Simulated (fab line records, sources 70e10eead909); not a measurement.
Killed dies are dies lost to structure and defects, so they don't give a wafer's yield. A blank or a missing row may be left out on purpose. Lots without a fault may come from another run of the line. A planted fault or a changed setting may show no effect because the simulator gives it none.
Problem report in the 8D (eight disciplines) form, filled by code | flow nand_harc | the parts of the form that need people (team, actions taken, sign-off) are left out

1. THE PROBLEM
run_length_s at NHARC_A_M1_ETCH_15 reads a mean of 100.7 s on 3 wafers of 2 lots; wafers without a fault read 112.7 s with a standard deviation of 0.44. That is -27 standard deviations from the usual mean.
The step: etches the open film in C4F8/Ar, target depth 182.5 nm, time 91.2 s.
First seen on wafer L151.4, day 29 00:59, on rie_diel-04. The record holds 42 wafers of 14 lots with a number at this step. Rule for "out", or "out of limits": more than 4 standard deviations from the usual mean. The other wafers with a number count as sound.

2. WHAT IT IS AND WHAT IT IS NOT
question                    | is                     | is not
which readings at this step | run_length_s           | oes_product_au, rf_vpp_V
which lots                  | L151, L153             | L136, L137, L138, L140, L143, L144, L145, L147, L149, L157, L158, L159
which wafers of those lots  | L151.4, L153.1, L153.4 | L151.3, L151.5, L153.6
read on which tools         | rie_diel-04            | rie_diel-02, rie_diel-13
when                        | from day 29 00:59      | up to then (29 sound wafers); but 10 sound wafers of L153, L157, L158, L159 came after

3. SUSPECTS, AND WHAT RULES EACH OUT
Counting: a tool at a process step up to the reading stays a suspect if it ran every lot that is out. Sound lots after the first of them don't rule it out here, since some wafers of a struck lot are sound.
- pecvd-02 at NHARC_A_M0_PRE_CLEAN_31 (time 12 s): kept. It ran every lot that is out, first L151 (day 28 23:19); its last sound lot up to then is L145 (day 28 00:52).
- rie_diel-04 at NHARC_A_M1_ETCH_15 (etches the open film in C4F8/Ar, target depth 182.5 nm, time 91.2 s): kept. It ran every lot that is out, first L151 (day 29 00:59); its last sound lot up to then is L144 (day 26 15:20). Its own readings are out on those wafers: run_length_s.
Left after counting: pecvd-02 at NHARC_A_M0_PRE_CLEAN_31, rie_diel-04 at NHARC_A_M1_ETCH_15.

4. THE CAUSE (what the simulator had put in)
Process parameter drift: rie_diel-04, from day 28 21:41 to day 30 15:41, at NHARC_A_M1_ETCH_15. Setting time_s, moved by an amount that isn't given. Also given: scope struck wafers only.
Counting left 2 suspects, and this tool is among them.

5. THE CHAIN OF EFFECTS, in route order
Each row: a reading whose mean over the struck wafers that have a number lies more than 3 standard deviations from the usual. Only readings for which the record gives a usual standard deviation are gone through. hours: the time from each lot's start at the first step in this table that gives one to its start at this step, as a median over the lots. sigmas: the change in usual standard deviations.
hours | step               | reading      | usual   | on struck wafers | change | sigmas
0     | NHARC_A_M1_ETCH_15 | run_length_s | 112.7 s | 100.7            | -12.0  | -27
The process steps in it:
- NHARC_A_M1_ETCH_15: etches the open film in C4F8/Ar, target depth 182.5 nm, time 91.2 s.
Readings that are blank on the struck wafers while sound wafers have them: rf_fwd_power_W at NHARC_A_M1_ETCH_15.
Later measuring or inspecting steps at which every struck wafer that the step has a row for has a number for every such reading, and none has moved that far: NHARC_A_M1_CD_MEAS_16.

6. WHAT WOULD HAVE CAUGHT IT SOONER
In this record the first reading out of limits was taken at day 29 00:59, 3 hours after the fault began at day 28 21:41.
